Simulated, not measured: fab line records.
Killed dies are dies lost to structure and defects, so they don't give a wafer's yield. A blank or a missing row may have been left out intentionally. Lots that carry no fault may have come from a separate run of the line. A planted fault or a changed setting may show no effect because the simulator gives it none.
Struck lot and sound lot, side by side	flow nand-harc	14 out of 1302 route steps
Sound: these wafers, L735.3, L735.5, L735.6. Struck: wafers L731.1, L731.3, L731.4. Last of all comes the cause.
For every step that has rows: the tool of each side, followed by ch and its chambers, followed by its first start. Under that, the readings that differ: sound wafers	struck wafers	difference of the means	sigmas: that difference in standard deviations of wafers without a fault.
alike: words and numbers the same on both sides, and readings whose means are apart by under 2 such deviations; not compared: readings that were withheld, readings missing a value for some wafer, numbers with overlapping values and no deviation given by the record, and bounds like >300 which may hide the same value.
The two part at a step that has a row with sigmas, a row that says differs or no value, or rows on one side only. Numbers that have no deviation but don't overlap get no sigmas and don't part them. A reading that every wafer of one side lacks parts them only if that side has two wafers or more.

NHARC_A_M0_CMP_23: polishes, t overpolish 20 s, target thk 113.75 nm.
  sound on cmp-02 ch 0,1,3, day 30 04:57; struck on cmp-04 ch 0,1,2, day 28 18:39
  alike: motor-current-A, retaining-ring-pressure-frac, time-to-endpoint-s
NHARC_A_M0_THK_MEAS_24: measures by xrf.
  sound: film-metro-02 at day 30 05:11; struck: film-metro-02 at day 28 18:58
  alike: thk-nm
after that, 1 step had no rows for these wafers: NHARC_A_M0_SRD_25.
NHARC_A_M0_INSPECT_27:
  sound: defect-inspect-01 at day 30 05:21; struck: defect-inspect-01 at day 28 23:29
  alike: raw-defect-count
NHARC_A_M0_PRE_CLEAN_31: time 12 s.
  sound on pecvd-04 ch 0,1, day 30 05:26; struck on pecvd-01 ch 0,1,2, day 28 23:34
  alike: heater-power-w
NHARC_A_M0_DEP_32: deposits SiCN, target thk 30 nm.
  sound on pecvd-04 ch 0,1, day 30 05:35; struck on pecvd-01 ch 0,1,2, day 28 23:38
  alike: chamber-pressure-Torr, heater-power-w, showerhead-vpp-V
then, 5 steps without rows for these wafers: NHARC_A_M1_DEP_00 (deposits SiOC, target thk 182.5 nm); NHARC_A_M1_DEHYDRATE_01 (time 120 s); NHARC_A_M1_HMDS_02 (time 30 s); NHARC_A_M1_COAT_34 (time 65 s); NHARC_A_M1_COAT_03 (resist thk 90 nm).
NHARC_A_M1_SOFTBAKE_04: time 55 s.
  sound on litho-track-01 ch 0, day 30 06:00; struck on litho-track-04 ch 0, day 29 00:00
reading	sound	struck	difference	sigmas
heater-power-total-W (W)	188.36 188.36 188.41	323.04 323.04 323.60	+134.85	+99 or more
  alike: resist-line-temp-C
after that, 1 step had no rows for these wafers: NHARC_A_M1_EBR_05.
NHARC_END_SORT_01:
  sound on prober-02 ch 0, day 31 20:16; struck on prober-01 ch 0, day 30 14:37
reading	sound	struck	difference	sigmas
killed-at-periphery	9 13 9	2 1 5	-8	-3
  alike: defect-limited-yield, killed-at-array, killed-at-other, killed-dies, killed-open, killed-short

== WHERE THEY PART ==
Earliest at NHARC_A_M1_SOFTBAKE_04; latest, in this record, at NHARC_END_SORT_01.

WHY: whatever the simulator had introduced
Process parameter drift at NHARC_A_M1_SOFTBAKE_04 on litho-track-04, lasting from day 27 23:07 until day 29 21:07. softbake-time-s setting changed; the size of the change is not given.
